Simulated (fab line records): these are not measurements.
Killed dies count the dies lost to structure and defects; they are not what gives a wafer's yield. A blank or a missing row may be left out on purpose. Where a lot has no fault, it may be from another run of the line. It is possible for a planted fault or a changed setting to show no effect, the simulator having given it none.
The tool behind it: which one? || flow n5Finfet || route of 1938 steps, sampled at 1 step: 12 lots, 36 wafers

WHAT EACH GAUGE READ, for each wafer
N5_FIN_SAQP_CD_MEAS_31: the cd target is 8 nm.
{"lot": "L075", "measured": "day 2 07:40", "on": "cdSem-02", "cdNm (nm)": "7.34 8.67 7.90"}
{"lot": "L077", "measured": "day 2 19:10", "on": "cdSem-03", "cdNm (nm)": "7.99 8.10 8.53"}
{"lot": "L079", "measured": "day 3 07:38", "on": "cdSem-02", "cdNm (nm)": "8.10 8.15 8.00"}
{"lot": "L081", "measured": "day 3 20:01", "on": "cdSem-02", "cdNm (nm)": "8.04 8.29 7.91"}
{"lot": "L083", "measured": "day 4 08:11", "on": "cdSem-03", "cdNm (nm)": "8.12 8.26 8.27"}
{"lot": "L085", "measured": "day 4 20:41", "on": "cdSem-02", "cdNm (nm)": "7.98 8.04 7.57"}
{"lot": "L087", "measured": "day 5 09:03", "on": "cdSem-01", "cdNm (nm)": "8.40 7.96 8.07"}
{"lot": "L089", "measured": "day 5 20:30", "on": "cdSem-03", "cdNm (nm)": "8.04 7.64 8.53"}
{"lot": "L091", "measured": "day 6 07:23", "on": "cdSem-03", "cdNm (nm)": "7.87 8.23 8.07"}
{"lot": "L093", "measured": "day 6 21:26", "on": "cdSem-02", "cdNm (nm)": "8.14 8.05 8.26"}
{"lot": "L095", "measured": "day 7 08:02", "on": "cdSem-02", "cdNm (nm)": "7.95 7.96 7.99"}
{"lot": "L097", "measured": "day 7 23:14", "on": "cdSem-02", "cdNm (nm)": "7.92 8.49 8.28"}

WHAT TOOL EACH LOT RAN ON (gives the tool, then ch and the chambers of the sampled wafers, and finally the start)
Record: no process step prior to these readings.

THE ANSWER, worked out from the rows above alone
Rule: usual is defined by the lots themselves. Put in order of their means at a reading, lots are off if they are a third of the lots or fewer, leave a main group of 4 or more, and stand apart from it by a gap of 3 or more times the standard deviation of the main group's means; of several such gaps the widest counts. The tables above print the reading to a certain number of digits; a main group whose means all agree to those digits is not used. A lot without any number at a reading at which 4 lots or more have one is off too. Where the step has rows for the other lots, those lots are counted as sound.
No lot is off on any of the readings shown, so nothing can be concluded from this.

WHAT HAD BEEN PUT IN BY THE SIMULATOR
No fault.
